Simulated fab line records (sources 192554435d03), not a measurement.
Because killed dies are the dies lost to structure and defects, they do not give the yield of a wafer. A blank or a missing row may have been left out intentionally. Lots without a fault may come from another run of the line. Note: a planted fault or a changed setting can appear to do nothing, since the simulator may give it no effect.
Which tool was responsible?	flow n5Finfet	11 lots with 33 wafers sampled at 2 steps, on a route of 1938 steps

## WHAT THE GAUGES SHOWED, per wafer
N5_PASSIVATION_OVL_MEAS_60. Usual: for TV_OVL the level is 3 nm and the standard deviation is 5.5.
lot	measured	on	TV_OVL (nm)	flag
L874	day 12 09:27	overlay-01	-2 -2 5	
L875	day 12 09:37	overlay-02	0 -3 -4	
L876	day 12 20:01	overlay-01	4 -6 4	
L877	day 13 02:44	overlay-01	0 -4 -5	
L884	day 15 22:38	overlay-02	1 5 6	
L889	day 16 13:18	overlay-02	-6 -5 -6	
L891	day 16 13:00	overlay-02	13 1 -4	
L894	day 17 20:23	overlay-01	4 8 -2	
L895	day 17 23:44	overlay-01	-2 4 3	
L896	day 19 03:33	overlay-02	-1 5 2	
L897	day 18 19:52	overlay-02	3 13 11	

## WHICH TOOL RAN EACH LOT (tool, then ch and the chambers of the sampled wafers, then the start)
lot	N5_HKMG_FIN_WET_ETCH_73
L874	wetBench-01 ch 1,2,3, day 4 10:47
L875	wetBench-03 ch 1,5,7, day 4 16:34
L876	wetBench-01 ch 4,5,6, day 4 17:07
L877	wetBench-03 ch 0,3,7, day 5 00:28
L884	wetBench-03 ch 0,3,4, day 7 01:37
L889	wetBench-04 ch 2,5,6, day 8 02:01
L891	wetBench-01 ch 3,6,7, day 8 14:14
L894	wetBench-03 ch 1,5,7, day 9 13:47
L895	wetBench-03 ch 2,6,7, day 9 17:02
L896	wetBench-04 ch 0,1,3, day 9 19:09
L897	wetBench-01 ch 1,3,5, day 10 02:09
- N5_HKMG_FIN_WET_ETCH_73: etches the open film in SC1, time 42.3 s, target depth 1.3 nm, rinse time 30 s.

## WHAT THE TOOLS THEMSELVES READ (means of the sampled wafers that have a number; where no wafer has one, the mark that the record gives instead)
N5_HKMG_FIN_WET_ETCH_73. Usual: bathHeatDutyPct 7.4 %, standard deviation 0.85; h2o2FlowMLMin 69.78, standard deviation 0.22; nh4ohFlowMLMin 34.89, standard deviation 0.11.
lot	tool	bathHeatDutyPct (%)	h2o2FlowMLMin	nh4ohFlowMLMin	flag
L874	wetBench-01	6.8	69.51	34.97	
L875	wetBench-03	8.5	69.76	34.92	
L876	wetBench-01	6.4	69.96	34.88	
L877	wetBench-03	7.9	69.80	34.90	
L884	wetBench-03	7.2	69.92	34.88	
L889	wetBench-04	8.3	69.58	34.84	
L891	wetBench-01	7.0	69.77	34.84	
L894	wetBench-03	7.6	69.92	34.80	
L895	wetBench-03	7.9	69.78	34.94	
L896	wetBench-04	7.1	69.79	34.96	
L897	wetBench-01	7.3	69.60	35.02	

## THE ANSWER, worked out from the rows above alone
Rule: a lot counts as off when the mean over its wafers that have a number is more than 3 standard deviations away from the usual mean. Also off: a lot with no number at a reading for which 4 or more lots have one. Where the step has rows for the other lots, those lots are counted as sound. Order of review: gauges by route order, followed by the tools' own readings, for which a lot's mean as printed above is used. At the first step where some lot is off, the reading lying furthest off is the one used; lots without a number count as furthest.
Across all readings shown, no lot is off: no conclusion can be drawn from this.

## WHAT WAS PUT IN BY THE SIMULATOR
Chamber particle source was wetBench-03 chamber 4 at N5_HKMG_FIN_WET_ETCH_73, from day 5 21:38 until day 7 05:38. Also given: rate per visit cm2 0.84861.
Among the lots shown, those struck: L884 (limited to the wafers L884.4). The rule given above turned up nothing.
